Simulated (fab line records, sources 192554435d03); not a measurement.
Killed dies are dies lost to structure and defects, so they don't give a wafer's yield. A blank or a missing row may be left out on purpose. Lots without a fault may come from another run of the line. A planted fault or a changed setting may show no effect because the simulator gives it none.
Chamber matching | flow n5_finfet | N5_BEOL_M5_ETCH_75 on rie_diel-05: 4 sister chambers
The step etches underlayer in N2/H2, target depth 6.5 nm, time 5.2 s. 33 wafers are shown with their chamber, then 12 later ones without.

WAFERS WITH THEIR CHAMBER
wafer  | chamber | showerhead_plenum_p_Torr (Torr) | throttle_valve_pct (%) | oes_product_au (a.u.)
L075.1 | 1       | 2.35                            | 17.94                  | 0.68
L075.2 | 0       | 2.41                            | 17.97                  | 0.60
L075.4 | 2       | 2.61                            | 17.49                  | 0.76
L076.1 | 2       | 2.61                            | 17.51                  | 0.76
L076.2 | 0       | 2.41                            | 17.98                  | 0.59
L076.4 | 3       | 2.44                            | 17.80                  | 0.63
L078.1 | 2       | 2.61                            | 17.51                  | 0.75
L078.3 | 3       | 2.43                            | 17.78                  | 0.63
L078.5 | 1       | 2.34                            | 17.94                  | 0.66
L079.3 | 3       | 2.43                            | 17.80                  | 0.63
L079.4 | 3       | 2.43                            | 17.78                  | 0.62
L079.6 | 0       | 2.41                            | 18.00                  | 0.58
L082.1 | 3       | 2.43                            | 17.85                  | 0.62
L082.3 | 2       | 2.60                            | 17.53                  | 0.74
L082.6 | 3       | 2.43                            | 17.83                  | 0.63
L083.2 | 0       | 2.40                            | 18.02                  | 0.58
L083.5 | 2       | 2.60                            | 17.54                  | 0.75
L083.6 | 3       | 2.43                            | 17.80                  | 0.64
L085.2 | 1       | 2.34                            | 17.96                  | 0.66
L085.4 | 0       | 2.40                            | 18.03                  | 0.58
L085.5 | 1       | 2.34                            | 17.96                  | 0.66
L087.1 | 0       | 2.40                            | 18.01                  | 0.57
L087.3 | 2       | 2.60                            | 17.59                  | 0.73
L087.4 | 1       | 2.34                            | 17.97                  | 0.67
L088.1 | 0       | 2.40                            | 18.03                  | 0.57
L088.4 | 0       | 2.40                            | 18.05                  | 0.59
L088.5 | 3       | 2.42                            | 17.85                  | 0.62
L089.1 | 3       | 2.42                            | 17.86                  | 0.62
L089.2 | 0       | 2.40                            | 18.05                  | 0.58
L089.6 | 1       | 2.34                            | 17.99                  | 0.65
L090.1 | 1       | 2.34                            | 17.99                  | 0.66
L090.3 | 3       | 2.42                            | 17.82                  | 0.61
L090.6 | 1       | 2.34                            | 17.97                  | 0.66

SIGNATURES (means of the wafers above)
reading                  | chamber 0 | chamber 1 | chamber 2 | chamber 3 | scatter within a chamber
showerhead_plenum_p_Torr | 2.4033    | 2.3413    | 2.6050    | 2.4280    | 0.00524
throttle_valve_pct       | 18.0156   | 17.9650   | 17.5283   | 17.8170   | 0.0281
oes_product_au           | 0.5822    | 0.6625    | 0.7483    | 0.6250    | 0.00954
Rule: a wafer's distance from a chamber is the root of the sum, over the readings, of the square of ((its reading less the chamber's mean) divided by the reading's scatter). The wafer belongs to the nearest chamber; if the next one is less than 2 further off, it can't be placed. The scatter: the root of (the sum of the squares of (reading less its chamber's mean) over the shown wafers, divided by (wafers less chambers)).

WAFERS WITHOUT THEIR CHAMBER
wafer  | showerhead_plenum_p_Torr (Torr) | throttle_valve_pct (%) | oes_product_au (a.u.)
L092.2 | 2.33                            | 17.97                  | 0.65
L092.4 | 2.42                            | 17.86                  | 0.61
L092.5 | 2.42                            | 17.84                  | 0.61
L094.3 | 2.33                            | 17.97                  | 0.64
L094.5 | 2.39                            | 18.04                  | 0.56
L094.6 | 2.33                            | 17.98                  | 0.64
L096.1 | 2.39                            | 18.03                  | 0.57
L096.4 | 2.60                            | 17.57                  | 0.71
L096.5 | 2.42                            | 17.85                  | 0.60
L097.3 | 2.39                            | 18.03                  | 0.58
L097.4 | 2.33                            | 17.97                  | 0.63
L097.5 | 2.33                            | 17.99                  | 0.64

WHICH CHAMBER EACH WENT THROUGH
wafer  | from the rows above | in truth
L092.2 | 1                   | 1
L092.4 | 3                   | 3
L092.5 | 3                   | 3
L094.3 | 1                   | 1
L094.5 | 0                   | 0
L094.6 | 1                   | 1
L096.1 | 0                   | 0
L096.4 | 2                   | 2
L096.5 | 3                   | 3
L097.3 | 0                   | 0
L097.4 | 1                   | 1
L097.5 | 1                   | 1
Placed correctly: 12 of 12. Can't be placed from these rows: 0. Placed wrongly: 0.
